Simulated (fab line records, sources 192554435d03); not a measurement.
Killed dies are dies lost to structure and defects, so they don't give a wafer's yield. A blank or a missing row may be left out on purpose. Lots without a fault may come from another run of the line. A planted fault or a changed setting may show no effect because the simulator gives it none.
Split-lot experiment | flow n5_finfet | 7 lots, 39 wafers read, on a route of 1938 steps

THE SPLIT
At N5_BEOL_M0_SAQP_SPACER2_ALD_26 (deposits SiO2, target thk 15 nm, pulse time 1 s, purge time 2 s), the setting target_thk_a was moved away from the recipe's 150 angstrom on 9 of the 39 wafers read, by -46.4% to +38.5%. The other wafers ran this setting at the recipe's value.

FROM THE SPLIT TO THE READING: what the file shows between them, 2 steps
- N5_BEOL_M0_SAQP_SPACER2_ETCHBACK_27: etches SiO2 in CHF3/O2, target depth 22.5 nm, time 11.25 s
- N5_BEOL_M0_SAQP_MANDREL2_REMOVE_110: chemistry HBr/Cl2/O2, target a-Si, stops on SiCN, bt time 10 s

THE READING
cd_nm, in nm, at N5_BEOL_M0_SAQP_CD_MEAS_29 (target cd 14.4 nm). Fault-free wafers of this fab line usually give 15.09 nm, standard deviation 0.26 nm.

wafer  | tool, chamber at the split | target_thk_a as run, angstrom | against the recipe | cd_nm, nm | against lot-mates on the recipe
L076.1 | ald_sin-03, 0              | 150                           | recipe             | 15.53     | -
L076.4 | ald_sin-03, 1,2            | 150                           | recipe             | 15.17     | -
L076.6 | ald_sin-03, 1,2            | 150                           | recipe             | 15.46     | -
L078.1 | ald_sin-03, 1,2,0,2,1      | 150                           | recipe             | 14.91     | -
L078.2 | ald_sin-03, 1,2,0,2,1      | 150                           | recipe             | 15.40     | -
L078.3 | ald_sin-03, 3              | 150                           | recipe             | 14.79     | -
L078.4 | ald_sin-03, 1,2,0,2,1      | 150                           | recipe             | 14.73     | -
L078.5 | ald_sin-03, 1,2,0,2,1      | 150                           | recipe             | 14.73     | -
L078.6 | ald_sin-03, 1,2,0,2,1      | 150                           | recipe             | 15.20     | -
L082.1 | ald_sin-03, 3,2,0,3,2      | 150                           | recipe             | 14.77     | -
L082.2 | ald_sin-03, 1              | 150                           | recipe             | 15.09     | -
L082.3 | ald_sin-03, 3,2,0,3,2      | 150                           | recipe             | 14.92     | -
L082.4 | ald_sin-03, 3,2,0,3,2      | 150                           | recipe             | 15.27     | -
L082.5 | ald_sin-03, 3,2,0,3,2      | 150                           | recipe             | 14.92     | -
L082.6 | ald_sin-03, 3,2,0,3,2      | 150                           | recipe             | 15.32     | -
L089.1 | ald_sin-02, 2,3,0          | 150                           | recipe             | 14.74     | -
L089.2 | ald_sin-02, 3,1            | 80.44                         | -46.4%             | 8.17      | -6.63
L089.3 | ald_sin-02, 3,1            | 80.44                         | -46.4%             | 8.32      | -6.48
L089.4 | ald_sin-02, 0              | 80.44                         | -46.4%             | 7.83      | -6.97
L089.5 | ald_sin-02, 2,3,0          | 150                           | recipe             | 14.49     | -
L089.6 | ald_sin-02, 2,3,0          | 150                           | recipe             | 15.17     | -
L094.1 | ald_sin-03, 2,3,1,0,1,0    | 150                           | recipe             | 14.95     | -
L094.2 | ald_sin-03, 2,3,1,0,1,0    | 150                           | recipe             | 14.87     | -
L094.3 | ald_sin-03, 2,3,1,0,1,0    | 150                           | recipe             | 14.77     | -
L094.4 | ald_sin-03, 2,3,1,0,1,0    | 150                           | recipe             | 14.62     | -
L094.5 | ald_sin-03, 2,3,1,0,1,0    | 150                           | recipe             | 15.14     | -
L094.6 | ald_sin-03, 2,3,1,0,1,0    | 150                           | recipe             | 14.48     | -
L095.1 | ald_sin-03, 3,2,2          | 207.8                         | +38.5%             | 20.83     | +5.80
L095.2 | ald_sin-03, 1,0,1          | 150                           | recipe             | 14.74     | -
L095.3 | ald_sin-03, 3,2,2          | 207.8                         | +38.5%             | 21.40     | +6.37
L095.4 | ald_sin-03, 1,0,1          | 150                           | recipe             | 14.86     | -
L095.5 | ald_sin-03, 1,0,1          | 150                           | recipe             | 15.49     | -
L095.6 | ald_sin-03, 3,2,2          | 207.8                         | +38.5%             | 20.70     | +5.67
L097.1 | ald_sin-03, 3,0,2          | 150                           | recipe             | 14.89     | -
L097.2 | ald_sin-03, 1,2,1          | 180.3                         | +20.2%             | 17.92     | +2.71
L097.3 | ald_sin-03, 3,0,2          | 150                           | recipe             | 15.59     | -
L097.4 | ald_sin-03, 1,2,1          | 180.3                         | +20.2%             | 17.88     | +2.67
L097.5 | ald_sin-03, 3,0,2          | 150                           | recipe             | 15.14     | -
L097.6 | ald_sin-03, 1,2,1          | 180.3                         | +20.2%             | 17.89     | +2.68
Where a row lists several chambers, the file gives one row for several wafers and doesn't say which wafer went through which chamber.

THE FIT
A straight line over all 39 wafers: cd_nm changes by +0.15 nm for each +1% of target_thk_a; r = +0.99; the points scatter about the line by 0.3 nm.
The same after taking each lot's own level away (the mean of its wafers on the recipe; 39 wafers): +0.147 nm for each +1%; r = +0.99; scatter 0.27 nm.
On that fit, the largest move of target_thk_a shifts the reading by 6.8 nm.
The lots' own levels span 14.800 to 15.387 nm, that is 2.3 times the standard deviation above.
So the lot-to-lot level changes the slope little: the two slopes agree.
Check: with one of the wafers moved furthest among these (-46.4%) left out of the fit, the line predicts -6.85 nm for it against its lot-mates. It came out at -6.63 nm against them.

THE WHOLE CHAIN: every reading that the file lists as answering this split, in the file's order
step                                | what it does                                                            | reading                                                                                     | change (the file's fit)                | r (the file's)
N5_BEOL_M0_SAQP_SPACER2_ALD_26      | deposits SiO2, target thk 15 nm, pulse time 1 s, purge time 2 s         | SiO2_of_BEOL_M0_SAQP_SPACER2_ALD_26.thk_nm (the simulator's own value, which no gauge read) | +0.151 nm for each +1% of the setting  | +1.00
N5_BEOL_M0_SAQP_MANDREL2_REMOVE_110 | chemistry HBr/Cl2/O2, target a-Si, stops on SiCN, bt time 10 s          | BEOL_M0_SAQP.cd_nm (the simulator's own value, which no gauge read)                         | +0.148 nm for each +1% of the setting  | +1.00
N5_BEOL_M0_SAQP_CD_MEAS_29          | target cd 14.4 nm                                                       | cd_nm                                                                                       | +0.147 nm for each +1% of the setting  | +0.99
N5_BEOL_M0_CUTY_ETCH_63             | etches SOC in N2/H2, target depth 82.7 nm, overetch 16.5 nm, time 124 s | SiO2_of_BEOL_M0_SAQP_SPACER2_ALD_26.thk_nm (the simulator's own value, which no gauge read) | +0.133 nm for each +1% of the setting  | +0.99
N5_BEOL_M0_ETCH_138                 | etches SiCN in CH3F/O2, target depth 12 nm, time 31.6 s                 | SiO2_of_BEOL_M0_SAQP_SPACER2_ALD_26.thk_nm (the simulator's own value, which no gauge read) | +0.121 nm for each +1% of the setting  | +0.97
N5_BEOL_M0_HM_OPEN_105              | chemistry Cl2/BCl3, target TiN, target depth 12 nm                      | SiO2_of_BEOL_M0_SAQP_SPACER2_ALD_26.thk_nm (the simulator's own value, which no gauge read) | +0.0975 nm for each +1% of the setting | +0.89

THE FILE'S OWN FIT
cd_nm changes by +0.147 nm for each +1% of target_thk_a, r = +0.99.
